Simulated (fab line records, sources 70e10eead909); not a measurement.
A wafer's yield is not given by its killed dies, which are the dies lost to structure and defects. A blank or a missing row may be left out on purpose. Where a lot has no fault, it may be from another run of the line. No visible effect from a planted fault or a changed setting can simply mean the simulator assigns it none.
What tool caused it? || flow nand-harc || Sampling: 12 lots, 36 wafers, 5 of 1302 route steps

== WHAT THE GAUGES READ, wafer by wafer ==
NHARC_A_DECK1_JOINT_THK_MEAS_17: measures by ellipsometry.
{"lot": "L112", "measured": "day 12 18:56", "on": "film-metro-01", "thk-nm (nm)": "45.8 46.4 47.8"}
{"lot": "L114", "measured": "day 13 17:16", "on": "film-metro-02", "thk-nm (nm)": "45.1 45.9 45.8"}
{"lot": "L117", "measured": "day 14 13:38", "on": "film-metro-02", "thk-nm (nm)": "45.8 43.9 45.8"}
{"lot": "L120", "measured": "day 15 17:43", "on": "film-metro-02", "thk-nm (nm)": "43.7 44.5 45.3"}
{"lot": "L119", "measured": "day 15 17:44", "on": "film-metro-01", "thk-nm (nm)": "43.4 46.7 45.9"}
{"lot": "L121", "measured": "day 16 21:35", "on": "film-metro-01", "thk-nm (nm)": "44.5 45.4 46.0"}
{"lot": "L123", "measured": "day 17 14:01", "on": "film-metro-01", "thk-nm (nm)": "44.3 42.9 46.1"}
{"lot": "L124", "measured": "day 18 01:07", "on": "film-metro-02", "thk-nm (nm)": "44.8 44.1 43.9"}
{"lot": "L126", "measured": "day 18 12:31", "on": "film-metro-01", "thk-nm (nm)": "45.6 45.3 45.8"}
{"lot": "L130", "measured": "day 20 04:33", "on": "film-metro-02", "thk-nm (nm)": "43.3 42.9 44.8"}
{"lot": "L133", "measured": "day 21 07:31", "on": "film-metro-02", "thk-nm (nm)": "45.5 46.0 45.2"}
{"lot": "L134", "measured": "day 22 03:46", "on": "film-metro-01", "thk-nm (nm)": "43.9 45.6 44.4"}

NHARC_A_ONON_D2_THK_MEAS_02: measures by ellipsometry.
{"lot": "L112", "measured": "day 12 19:33", "on": "film-metro-01", "thk-nm (nm)": "1006 1006 1006"}
{"lot": "L114", "measured": "day 13 17:52", "on": "film-metro-01", "thk-nm (nm)": "998 996 1000"}
{"lot": "L117", "measured": "day 14 14:16", "on": "film-metro-02", "thk-nm (nm)": "1010 1010 1010"}
{"lot": "L120", "measured": "day 15 18:19", "on": "film-metro-01", "thk-nm (nm)": "1015 1016 1013"}
{"lot": "L119", "measured": "day 15 18:22", "on": "film-metro-02", "thk-nm (nm)": "988 989 988"}
{"lot": "L121", "measured": "day 16 22:11", "on": "film-metro-01", "thk-nm (nm)": "1003 1005 1004"}
{"lot": "L123", "measured": "day 17 14:37", "on": "film-metro-02", "thk-nm (nm)": "996 995 995"}
{"lot": "L124", "measured": "day 18 01:44", "on": "film-metro-02", "thk-nm (nm)": "993 994 994"}
{"lot": "L126", "measured": "day 18 13:08", "on": "film-metro-02", "thk-nm (nm)": "993 991 993"}
{"lot": "L130", "measured": "day 20 05:10", "on": "film-metro-01", "thk-nm (nm)": "1002 1002 1003"}
{"lot": "L133", "measured": "day 21 08:07", "on": "film-metro-01", "thk-nm (nm)": "1016 1017 1017"}
{"lot": "L134", "measured": "day 22 04:23", "on": "film-metro-01", "thk-nm (nm)": "1010 1010 1012"}

NHARC_A_ONON_D2_THK_MEAS_34: measures by ellipsometry.
{"lot": "L112", "measured": "day 13 05:11", "on": "film-metro-01", "thk-nm (nm)": "198.6 205.0 208.2"}
{"lot": "L114", "measured": "day 14 06:45", "on": "film-metro-01", "thk-nm (nm)": "195.8 204.4 199.5"}
{"lot": "L117", "measured": "day 15 02:34", "on": "film-metro-02", "thk-nm (nm)": "199.5 199.9 200.3"}
{"lot": "L120", "measured": "day 16 06:52", "on": "film-metro-02", "thk-nm (nm)": "196.4 197.9 199.0"}
{"lot": "L119", "measured": "day 16 06:44", "on": "film-metro-02", "thk-nm (nm)": "199.4 206.5 205.5"}
{"lot": "L121", "measured": "day 17 10:57", "on": "film-metro-01", "thk-nm (nm)": "199.3 201.7 204.1"}
{"lot": "L123", "measured": "day 18 06:23", "on": "film-metro-02", "thk-nm (nm)": "201.3 196.1 202.9"}
{"lot": "L124", "measured": "day 18 14:05", "on": "film-metro-02", "thk-nm (nm)": "193.9 215.6 194.9"}
{"lot": "L126", "measured": "day 19 02:10", "on": "film-metro-01", "thk-nm (nm)": "200.3 201.7 222.4"}
{"lot": "L130", "measured": "day 20 17:53", "on": "film-metro-02", "thk-nm (nm)": "205.6 202.8 206.0"}
{"lot": "L133", "measured": "day 21 20:44", "on": "film-metro-01", "thk-nm (nm)": "203.2 205.4 205.0"}
{"lot": "L134", "measured": "day 22 17:34", "on": "film-metro-02", "thk-nm (nm)": "195.3 195.1 201.7"}

== TOOL THAT RAN EACH LOT (tool first, then ch and the chambers of the sampled wafers, then the start) ==
{"lot": "L112", "NHARC_A_DECK1_JOINT_DEP_16": "pecvd-03 ch 0,2, day 12 18:40", "NHARC_A_ONON_D2_DEP_33": "pecvd-01 ch 0,1,2, day 13 04:47"}
{"lot": "L114", "NHARC_A_DECK1_JOINT_DEP_16": "pecvd-03 ch 0,2, day 13 17:01", "NHARC_A_ONON_D2_DEP_33": "pecvd-04 ch 0,1, day 14 06:13"}
{"lot": "L117", "NHARC_A_DECK1_JOINT_DEP_16": "pecvd-04 ch 0,1, day 14 13:22", "NHARC_A_ONON_D2_DEP_33": "pecvd-01 ch 1,2, day 15 02:09"}
{"lot": "L120", "NHARC_A_DECK1_JOINT_DEP_16": "pecvd-04 ch 0,1, day 15 17:23", "NHARC_A_ONON_D2_DEP_33": "pecvd-01 ch 0,2, day 16 06:26"}
{"lot": "L119", "NHARC_A_DECK1_JOINT_DEP_16": "pecvd-03 ch 0,1, day 15 17:31", "NHARC_A_ONON_D2_DEP_33": "pecvd-02 ch 1,2, day 16 06:21"}
{"lot": "L121", "NHARC_A_DECK1_JOINT_DEP_16": "pecvd-03 ch 0,1,2, day 16 21:23", "NHARC_A_ONON_D2_DEP_33": "pecvd-01 ch 0,1,2, day 17 10:40"}
{"lot": "L123", "NHARC_A_DECK1_JOINT_DEP_16": "pecvd-04 ch 0,1, day 17 13:38", "NHARC_A_ONON_D2_DEP_33": "pecvd-01 ch 0,1,2, day 18 05:58"}
{"lot": "L124", "NHARC_A_DECK1_JOINT_DEP_16": "pecvd-01 ch 0,1,2, day 18 00:50", "NHARC_A_ONON_D2_DEP_33": "pecvd-01 ch 0,1,2, day 18 13:40"}
{"lot": "L126", "NHARC_A_DECK1_JOINT_DEP_16": "pecvd-01 ch 0,1,2, day 18 12:16", "NHARC_A_ONON_D2_DEP_33": "pecvd-01 ch 0,1, day 19 01:48"}
{"lot": "L130", "NHARC_A_DECK1_JOINT_DEP_16": "pecvd-03 ch 0,2, day 20 04:18", "NHARC_A_ONON_D2_DEP_33": "pecvd-02 ch 1,2, day 20 17:28"}
{"lot": "L133", "NHARC_A_DECK1_JOINT_DEP_16": "pecvd-01 ch 0,1,2, day 21 07:13", "NHARC_A_ONON_D2_DEP_33": "pecvd-02 ch 0,1,2, day 21 20:22"}
{"lot": "L134", "NHARC_A_DECK1_JOINT_DEP_16": "pecvd-03 ch 0,1,2, day 22 03:29", "NHARC_A_ONON_D2_DEP_33": "pecvd-01 ch 0,2, day 22 17:01"}
- NHARC_A_DECK1_JOINT_DEP_16: deposits SiO2, target thk 45 nm.
- NHARC_A_ONON_D2_DEP_33: deposits SiO2, target thk 200 nm.

== AS READ BY THE TOOLS THEMSELVES (means over the sampled wafers that have a number; for cases with no such wafer, the mark the record gives instead) ==
NHARC_A_DECK1_JOINT_DEP_16.
{"lot": "L112", "tool": "pecvd-03", "heater-power-outer-w (W)": 298, "heater-power-w (W)": 565, "rf-fwd-power-W (W)": 894.0, "showerhead-vpp-V (V)": 1859, "throttle-valve-pct (%)": 16.4}
{"lot": "L114", "tool": "pecvd-03", "heater-power-outer-w (W)": 323, "heater-power-w (W)": 601, "rf-fwd-power-W (W)": 896.9, "showerhead-vpp-V (V)": 1857, "throttle-valve-pct (%)": 16.6}
{"lot": "L117", "tool": "pecvd-04", "heater-power-outer-w (W)": 307, "heater-power-w (W)": 528, "rf-fwd-power-W (W)": 896.3, "showerhead-vpp-V (V)": 1744, "throttle-valve-pct (%)": 15.7}
{"lot": "L120", "tool": "pecvd-04", "heater-power-outer-w (W)": 318, "heater-power-w (W)": 550, "rf-fwd-power-W (W)": 897.5, "showerhead-vpp-V (V)": 1763, "throttle-valve-pct (%)": 15.6}
{"lot": "L119", "tool": "pecvd-03", "heater-power-outer-w (W)": 310, "heater-power-w (W)": 604, "rf-fwd-power-W (W)": 894.3, "showerhead-vpp-V (V)": 1849, "throttle-valve-pct (%)": 15.9}
{"lot": "L121", "tool": "pecvd-03", "heater-power-outer-w (W)": 359, "heater-power-w (W)": 656, "rf-fwd-power-W (W)": 894.5, "showerhead-vpp-V (V)": 1832, "throttle-valve-pct (%)": 16.0}
{"lot": "L123", "tool": "pecvd-04", "heater-power-outer-w (W)": 306, "heater-power-w (W)": 534, "rf-fwd-power-W (W)": 896.2, "showerhead-vpp-V (V)": 1766, "throttle-valve-pct (%)": 15.6}
{"lot": "L124", "tool": "pecvd-01", "heater-power-outer-w (W)": 286, "heater-power-w (W)": 531, "rf-fwd-power-W (W)": 894.8, "showerhead-vpp-V (V)": 1974, "throttle-valve-pct (%)": 15.9}
{"lot": "L126", "tool": "pecvd-01", "heater-power-outer-w (W)": 296, "heater-power-w (W)": 546, "rf-fwd-power-W (W)": 897.9, "showerhead-vpp-V (V)": 1973, "throttle-valve-pct (%)": 15.8}
{"lot": "L130", "tool": "pecvd-03", "heater-power-outer-w (W)": 277, "heater-power-w (W)": 526, "rf-fwd-power-W (W)": 894.7, "showerhead-vpp-V (V)": 1846, "throttle-valve-pct (%)": 16.6}
{"lot": "L133", "tool": "pecvd-01", "heater-power-outer-w (W)": 286, "heater-power-w (W)": 535, "rf-fwd-power-W (W)": 897.0, "showerhead-vpp-V (V)": 1971, "throttle-valve-pct (%)": 16.2}
{"lot": "L134", "tool": "pecvd-03", "heater-power-outer-w (W)": 333, "heater-power-w (W)": 613, "rf-fwd-power-W (W)": 896.4, "showerhead-vpp-V (V)": 1846, "throttle-valve-pct (%)": 16.4}

NHARC_A_ONON_D2_DEP_33.
{"lot": "L112", "tool": "pecvd-01", "heater-power-outer-w (W)": 327, "heater-power-w (W)": 591, "rf-fwd-power-W (W)": 898.7, "showerhead-vpp-V (V)": 1983, "throttle-valve-pct (%)": 16.0}
{"lot": "L114", "tool": "pecvd-04", "heater-power-outer-w (W)": 338, "heater-power-w (W)": 574, "rf-fwd-power-W (W)": 898.9, "showerhead-vpp-V (V)": 1759, "throttle-valve-pct (%)": 15.6}
{"lot": "L117", "tool": "pecvd-01", "heater-power-outer-w (W)": 298, "heater-power-w (W)": 519, "rf-fwd-power-W (W)": 899.0, "showerhead-vpp-V (V)": 1936, "throttle-valve-pct (%)": 15.9}
{"lot": "L120", "tool": "pecvd-01", "heater-power-outer-w (W)": 284, "heater-power-w (W)": 552, "rf-fwd-power-W (W)": 898.9, "showerhead-vpp-V (V)": 2003, "throttle-valve-pct (%)": 15.3}
{"lot": "L119", "tool": "pecvd-02", "heater-power-outer-w (W)": 288, "heater-power-w (W)": 498, "rf-fwd-power-W (W)": 900.6, "showerhead-vpp-V (V)": 1666, "throttle-valve-pct (%)": 15.9}
{"lot": "L121", "tool": "pecvd-01", "heater-power-outer-w (W)": 309, "heater-power-w (W)": 558, "rf-fwd-power-W (W)": 899.9, "showerhead-vpp-V (V)": 1970, "throttle-valve-pct (%)": 15.8}
{"lot": "L123", "tool": "pecvd-01", "heater-power-outer-w (W)": 279, "heater-power-w (W)": 525, "rf-fwd-power-W (W)": 899.6, "showerhead-vpp-V (V)": 1961, "throttle-valve-pct (%)": 15.9}
{"lot": "L124", "tool": "pecvd-01", "heater-power-outer-w (W)": 272, "heater-power-w (W)": 502, "rf-fwd-power-W (W)": 1016.4, "showerhead-vpp-V (V)": 2093, "throttle-valve-pct (%)": 15.8}
{"lot": "L126", "tool": "pecvd-01", "heater-power-outer-w (W)": 278, "heater-power-w (W)": 526, "rf-fwd-power-W (W)": 1016.8, "showerhead-vpp-V (V)": 2128, "throttle-valve-pct (%)": 16.2}
{"lot": "L130", "tool": "pecvd-02", "heater-power-outer-w (W)": 294, "heater-power-w (W)": 523, "rf-fwd-power-W (W)": 893.2, "showerhead-vpp-V (V)": 1673, "throttle-valve-pct (%)": 16.3}
{"lot": "L133", "tool": "pecvd-02", "heater-power-outer-w (W)": 253, "heater-power-w (W)": 477, "rf-fwd-power-W (W)": 898.8, "showerhead-vpp-V (V)": 1744, "throttle-valve-pct (%)": 16.0}
{"lot": "L134", "tool": "pecvd-01", "heater-power-outer-w (W)": 272, "heater-power-w (W)": 542, "rf-fwd-power-W (W)": 896.3, "showerhead-vpp-V (V)": 2023, "throttle-valve-pct (%)": 15.4}

== THE ANSWER, worked out from the rows above alone ==
Rule: the lots themselves supply what counts as usual. The widest of any qualifying gaps counts: lots, ordered by their means at a reading, are off when they make up no more than a third of the lots, leave a main group of 4 or more, and stand apart from it by 3 or more times the standard deviation of that group's means. If all means in a main group match to the digits the tables above print for the reading, that group is not used. Also off: a lot with no number at a reading for which 4 or more lots have one. Any other lot the step has rows for is counted as sound. Order of review: gauges by route order, followed by the tools' own readings, for which a lot's mean as printed above is used. The first step at which some lot is off is used, and at that step the reading that is off furthest; a lot without a number counts as furthest.
Off: L124, L126, at NHARC_A_ONON_D2_DEP_33 (rf-fwd-power-W). Main group: mean 898.4 W, sd 2.
A tool fits if, at that step or a process step before it, it ran every lot that is off, and no sound lot after the first of them. No candidate that was tried fits.

== WHAT THE SIMULATOR HAD INSERTED ==
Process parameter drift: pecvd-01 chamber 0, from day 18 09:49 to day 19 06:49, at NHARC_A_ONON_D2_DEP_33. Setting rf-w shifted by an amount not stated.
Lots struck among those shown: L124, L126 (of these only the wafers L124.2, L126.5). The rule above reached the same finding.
